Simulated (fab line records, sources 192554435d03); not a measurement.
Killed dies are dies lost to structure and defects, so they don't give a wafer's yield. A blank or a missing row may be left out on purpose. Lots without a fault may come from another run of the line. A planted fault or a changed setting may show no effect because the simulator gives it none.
Chamber matching | flow n5_finfet | N5_BEOL_M11_DEP_56 on pecvd-02: 3 sister chambers
The step deposits SiCN from 3MS/NH3, target thk 30 nm, time 10.5 s. 3 wafers are shown with their chamber, then 8 later ones without.

WAFERS WITH THEIR CHAMBER
wafer  | chamber | throttle_valve_pct (%)
L085.1 | 1       | 17.7
L085.2 | 2       | 17.4
L085.4 | 0       | 18.6

WAFERS WITHOUT THEIR CHAMBER
wafer  | throttle_valve_pct (%)
L085.5 | 17.5
L085.6 | 17.6
L084.4 | 17.4
L084.5 | 18.6
L084.6 | 17.6
L090.1 | 18.5
L090.2 | 17.3
L090.4 | 18.8

WHICH CHAMBER EACH WENT THROUGH
wafer  | from the rows above     | in truth
L085.5 | can't be placed: 2 or 1 | 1
L085.6 | can't be placed: 1 or 2 | 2
L084.4 | 2                       | 2
L084.5 | 0                       | 0
L084.6 | can't be placed: 1 or 2 | 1
L090.1 | 0                       | 0
L090.2 | 2                       | 2
L090.4 | 0                       | 0
Placed correctly: 5 of 8. Can't be placed from these rows: 3 (the true chamber is among the candidates in 3). Placed wrongly: 0.
How it was worked out, from the rows above alone: a wafer's distance from a chamber is the root of the sum, over the readings, of the square of ((its reading less the chamber's mean) divided by the reading's scatter). The wafer belongs to the nearest chamber; if the next one is less than 2 further off, it can't be placed. A chamber's mean is the mean of its shown wafers. The scatter: with one shown wafer a chamber, the root of the mean of the squares of how far each hidden wafer lies from its nearest shown one.
